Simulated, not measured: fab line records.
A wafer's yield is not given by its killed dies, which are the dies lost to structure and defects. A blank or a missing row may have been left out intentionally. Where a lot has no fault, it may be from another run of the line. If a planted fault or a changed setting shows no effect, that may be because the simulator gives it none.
Split-lot study -- flow n5_finfet -- 21 wafers read from 7 lots, route of 1938 steps

== ON THE SPLIT ==
At N5_BEOL_M3_ILD_DEP_00 (deposits SiOC from DEMS/O2, target thk 79 nm, time 15.3 s), the setting time_s was moved away from the recipe's 15.3 s on 7 of the 21 wafers read, by -10.3% to +11.7%. This setting was run at the recipe's value on the other wafers.

No step appears in the file between the split and the reading.

== THE READING ==
Values of M3_ILD_THK in nm from N5_BEOL_M3_THK_MEAS_01. On this fab line, fault-free wafers typically give 78.9 nm with a standard deviation of 1 nm.

wafer,"tool, chamber at the split","time_s as run, s",against the recipe,"M3_ILD_THK, nm",against lot-mates on the recipe
L081.1,"pecvd-02, 2",15.3,recipe,78.2,-
L081.2,"pecvd-02, 1",15.3,recipe,77.6,-
L081.6,"pecvd-02, 2",17.09,+11.7%,87.4,+9.5
L083.1,"pecvd-01, 0",16.66,+8.9%,83.9,+4.8
L083.2,"pecvd-01, 2",16.66,+8.9%,84.2,+5.1
L083.4,"pecvd-01, 1",15.3,recipe,79.1,-
L088.1,"pecvd-02, 2",14.34,-6.3%,74.0,-6.1
L088.5,"pecvd-02, 2",15.3,recipe,80.4,-
L088.6,"pecvd-02, 0",15.3,recipe,79.7,-
L090.2,"pecvd-04, 1",15.3,recipe,78.3,-
L090.3,"pecvd-04, 0",15.91,+4.0%,81.7,+2.4
L090.4,"pecvd-04, 2",15.3,recipe,80.3,-
L091.2,"pecvd-02, 2",15.3,recipe,79.2,-
L091.3,"pecvd-02, 0",15.3,recipe,79.4,-
L091.5,"pecvd-02, 0",15.3,recipe,81.5,-
L093.2,"pecvd-04, 2",13.73,-10.3%,71.0,-7.2
L093.3,"pecvd-04, 1",15.3,recipe,78.2,-
L093.4,"pecvd-04, 1",13.73,-10.3%,71.5,-6.7
L092.3,"pecvd-04, 2",15.3,recipe,78.1,-
L092.4,"pecvd-04, 2",15.3,recipe,80.5,-
L092.6,"pecvd-04, 1",15.3,recipe,80.2,-

THE FIT
A straight line over all 21 wafers: M3_ILD_THK changes by +0.694 nm for each +1% of time_s; r = +0.96; the points scatter about the line by 1.1 nm.
The same after taking each lot's own level away (the mean of its wafers on the recipe; 21 wafers): +0.696 nm for each +1%; r = +0.97; scatter 0.94 nm.
On that fit, the largest move of time_s shifts the reading by 8.1 nm.
Measured against the standard deviation above, the lots' own levels, which go from 77.90 to 80.05 nm, span 2.2 times it.
So the lot-to-lot level changes the slope little: the two slopes agree.
Check: +7.43 nm against its lot-mates is what the line predicts for one of the wafers moved furthest among these (+11.7%) when that wafer is left out of the fit. Against them it came out at +9.5 nm.

== OTHER SPLITS ON THESE WAFERS ==
Note: prior to the reading, these wafers also went through further splits. Each is held against what the fit with the lots' levels taken away leaves over:
other split on the same wafers,wafers away from the commonest value,r with M3_ILD_THK (lot level and that fit taken away)
N5_BEOL_M0_CUTY_DESCUM_61 time_s,11,-0.14
N5_BEOL_M1_TRENCH_ETCH_37 source_w,4,+0.23
N5_BEOL_M2_COAT_05 spin_rpm,6,+0.22

== THE WHOLE CHAIN: every reading that the file lists as answering this split, in the file's order ==
step,what it does,reading,change (the file's fit),r (the file's)
N5_BEOL_M3_ILD_DEP_00,"deposits SiOC from DEMS/O2, target thk 79 nm, time 15.3 s","SiOC_of_BEOL_M3_ILD_DEP_00.thk_nm (the simulator's own value, which no gauge read)",+0.735 nm for each +1% of the setting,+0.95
N5_BEOL_M3_THK_MEAS_01,,M3_ILD_THK,+0.73 for each +1% of the setting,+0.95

== FILE'S OWN FIT ==
M3_ILD_THK changes by +0.73 nm for each +1% of time_s, r = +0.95.
